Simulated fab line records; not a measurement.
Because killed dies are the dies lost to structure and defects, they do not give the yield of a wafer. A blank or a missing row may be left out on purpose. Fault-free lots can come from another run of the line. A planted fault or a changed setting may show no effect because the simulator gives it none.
Comparing a struck lot with a sound one    flow n5 finfet    36 out of 1938 route steps
Sound: these wafers, L254.3, L254.5, L254.6. Struck: wafer L261.4 (left out: L261.2, L261.5 of the same lot, which were not struck); the cause appears at the end.
Each step with rows lists, per side, the tool, then ch with its chambers, then its first start. Under that, the readings that differ: sound wafers    struck wafers    difference of the means    sigmas: that difference in standard deviations of wafers without a fault.
alike: readings with means less than 2 such deviations apart, plus words and numbers identical on both sides. not compared: withheld readings, readings lacking a value on some wafer, bounds such as >300 that could conceal the same value, and numbers that have no deviation in the record and whose values overlap.
The two part at a step that has a row with sigmas, a row that says differs or no value, or rows on one side only. Non-overlapping numbers with no deviation appear without sigmas and do not part them. A reading that every wafer of one side lacks parts them only if that side has two wafers or more.

first, 12 steps without rows for these wafers: N5_BEOL_M1_SPUTTER_81 (material Cu, target thk 4.5 nm, time 8.29 s); N5_BEOL_M1_ANNEAL_82 (time 240 s); N5_BEOL_M1_SPUTTER_86 (material Cu, target thk 4.5 nm, time 8.29 s); N5_BEOL_M1_ANNEAL_87 (time 240 s); N5_BEOL_M1_SPUTTER_88 (material Cu, target thk 4.5 nm, time 8.29 s); N5_BEOL_M1_ANNEAL_89 (time 240 s); N5_BEOL_M1_SPUTTER_90 (material Cu, target thk 4.5 nm, time 8.29 s); N5_BEOL_M1_ANNEAL_91 (time 240 s); N5_BEOL_M1_SPUTTER_92 (material Cu, target thk 4.5 nm, time 8.29 s); N5_BEOL_M1_ANNEAL_93 (time 240 s); N5_BEOL_M1_SPUTTER_94 (material Cu, target thk 4.5 nm, time 8.29 s); N5_BEOL_M1_ANNEAL_95 (time 240 s).
N5_BEOL_M1_SPUTTER_96: material Cu, target thk 4.5 nm, time 8.29 s.
  sound on pvd sputter-02 at day 9 04:13; struck on pvd sputter-03 at day 10 22:57
reading                   sound                    struck   difference  sigmas
chamber pressure pa (Pa)  0.07007 0.07013 0.07021  0.06986  -0.00028    -2
  alike: throttle valve pct
then, 22 steps without rows for these wafers: N5_BEOL_M1_ECD_50 (material Cu, target thk 300 nm); N5_BEOL_M1_ANNEAL_51 (time 90 s); N5_BEOL_M1_CMP_52 (polishes, stops on SiOC, t overpolish 6.8 s, target thk 40 nm); N5_BEOL_M1_PRE_CLEAN_60 (time 15 s); N5_BEOL_M1_CO_CAP_55 (material Co, precursor CCTBA/H2, target thk 2 nm, time 102.1 s); N5_BEOL_M1_PRE_CLEAN_56 (time 15 s); N5_BEOL_M1_DEP_57 (deposits SiCN from 3MS/NH3, target thk 8 nm, time 14 s); N5_BEOL_M2_ILD_DEP_00 (deposits SiOC from DEMS/O2, target thk 79 nm, time 15.3 s); N5_BEOL_M2_PECVD_72 (deposits SiO2 from TEOS/O2, target thk 16 nm, time 18 s); N5_BEOL_M2_HM_DEP_02 (deposits TiN, target thk 20 nm); N5_BEOL_M2_COAT_61 (time 60 s, resist thk 60 nm); N5_BEOL_M2_COAT_62 (time 60 s, resist thk 12 nm); N5_BEOL_M2_COAT_73 (time 60 s, resist thk 5 nm); N5_BEOL_M2_COAT_05 (resist thk 30 nm); N5_BEOL_M2_EBR_07; N5_BEOL_M2_SOFTBAKE_06 (time 60 s); N5_BEOL_M2_EXPOSE_08 (exposes mask M2); N5_BEOL_M2_PEB_09 (peb time 60 s); N5_BEOL_M2_DEVELOP_10 (develop time 30 s); N5_BEOL_M2_DESCUM_16 (chemistry O2, time 7 s); N5_BEOL_M2_ETCH_74 (etches underlayer in N2/H2, target depth 6.5 nm, time 5.2 s); N5_BEOL_M2_ETCH_63 (etches SiARC in CF4, target depth 15.6 nm, time 26 s).
-- a jump in the record: the struck wafers' starts before and after are 6 days apart (it breaks off in module BEOL_M2 and resumes in module PASSIVATION, where the first step shown is number 1936 of the route) --
N5_PASSIVATION_PROBE_49:
  the record has rows for the struck wafers here (prober-02, day 17 01:38) and none for the sound ones

== WHERE THEY PART ==
Last at N5_PASSIVATION_PROBE_49 as far as this record goes, first at N5_BEOL_M1_SPUTTER_96.

WHY: what the simulator had put in
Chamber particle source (pvd sputter-03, N5_BEOL_M1_SPUTTER_96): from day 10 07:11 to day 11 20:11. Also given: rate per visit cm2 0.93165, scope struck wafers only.
